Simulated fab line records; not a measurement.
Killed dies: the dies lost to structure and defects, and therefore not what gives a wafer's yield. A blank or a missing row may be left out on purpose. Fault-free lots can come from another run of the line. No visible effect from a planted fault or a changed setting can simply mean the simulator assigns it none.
The tool behind it: which one? -- flow nandHarc -- 10 lots with 30 wafers sampled at 3 steps, on a route of 1302 steps

WHAT THE GAUGES READ, wafer by wafer
NHARC_P_ZERO_WELL_INSPECT_43.
lot,measured,on,rawDefectCount
L821,day 2 03:38,defectInspect-01,20 17 15
L822,day 2 16:10,defectInspect-01,16 11 21
L823,day 2 23:30,defectInspect-01,8 14 12
L825,day 3 19:41,defectInspect-01,20 20 10
L827,day 4 16:13,defectInspect-01,13 11 12
L828,day 5 01:28,defectInspect-01,17 12 13
L832,day 6 17:53,defectInspect-02,15 9 18
L833,day 7 03:36,defectInspect-01,20 25 17
L835,day 7 23:36,defectInspect-02,11 13 23
L841,day 10 11:38,defectInspect-01,9 25 7

WHICH TOOL RAN EACH LOT (tool, then ch and the chambers of the sampled wafers, then the start)
lot,NHARC_P_ZERO_WELL_ETCH_65,NHARC_P_ZERO_WELL_ETCH_62
L821,"rieDiel-11 ch 0,2, day 1 21:25","rieDiel-11 ch 0,1,2, day 2 03:38 or earlier"
L822,"rieDiel-11 ch 1,2,3, day 2 10:07","rieDiel-11 ch 1,3, day 2 16:10 or earlier"
L823,"rieDiel-11 ch 0,2,3, day 2 17:30","rieDiel-11 ch 1,3, day 2 23:30 or earlier"
L825,"rieDiel-11 ch 1,2,3, day 3 13:29","rieDiel-11 ch 0,2,3, day 3 19:41 or earlier"
L827,"rieDiel-01 ch 0,2,3, day 4 09:35","rieDiel-01 ch 0,1,2, day 4 16:13 or earlier"
L828,"rieDiel-11 ch 0,1,3, day 4 19:22","rieDiel-11 ch 0,1,2, day 5 01:28 or earlier"
L832,"rieDiel-11 ch 1,2,3, day 6 11:29","rieDiel-11 ch 0,1,3, day 6 17:53 or earlier"
L833,"rieDiel-01 ch 0,1,2, day 6 21:40","rieDiel-01 ch 0,3, day 7 03:36 or earlier"
L835,"rieDiel-08 ch 0,1,3, day 7 17:29","rieDiel-08 ch 0,1, day 7 23:36 or earlier"
L841,"rieDiel-01 ch 0,1,3, day 10 05:29","rieDiel-01 ch 1,2,3, day 10 11:38 or earlier"
- NHARC_P_ZERO_WELL_ETCH_65: etches the open film in N2/H2, target depth 80 nm, overetch 24 nm, time 87.88 s.
- NHARC_P_ZERO_WELL_ETCH_62: etches the open film in CHF3/Ar, target depth 13 nm, time 6.5 s.

THE ANSWER, worked out from the rows above alone
Rule: the lots themselves supply what counts as usual. The widest of any qualifying gaps counts: lots, ordered by their means at a reading, are off when they make up no more than a third of the lots, leave a main group of 4 or more, and stand apart from it by 3 or more times the standard deviation of that group's means. A main group is skipped when, at the precision printed for the reading in the tables above, its means are all equal. Also off: a lot with no number at a reading for which 4 or more lots have one. All remaining lots with rows at the step are treated as sound.
Nothing can be told from this: no lot is off at any reading shown.

WHAT THE SIMULATOR HAD INSERTED
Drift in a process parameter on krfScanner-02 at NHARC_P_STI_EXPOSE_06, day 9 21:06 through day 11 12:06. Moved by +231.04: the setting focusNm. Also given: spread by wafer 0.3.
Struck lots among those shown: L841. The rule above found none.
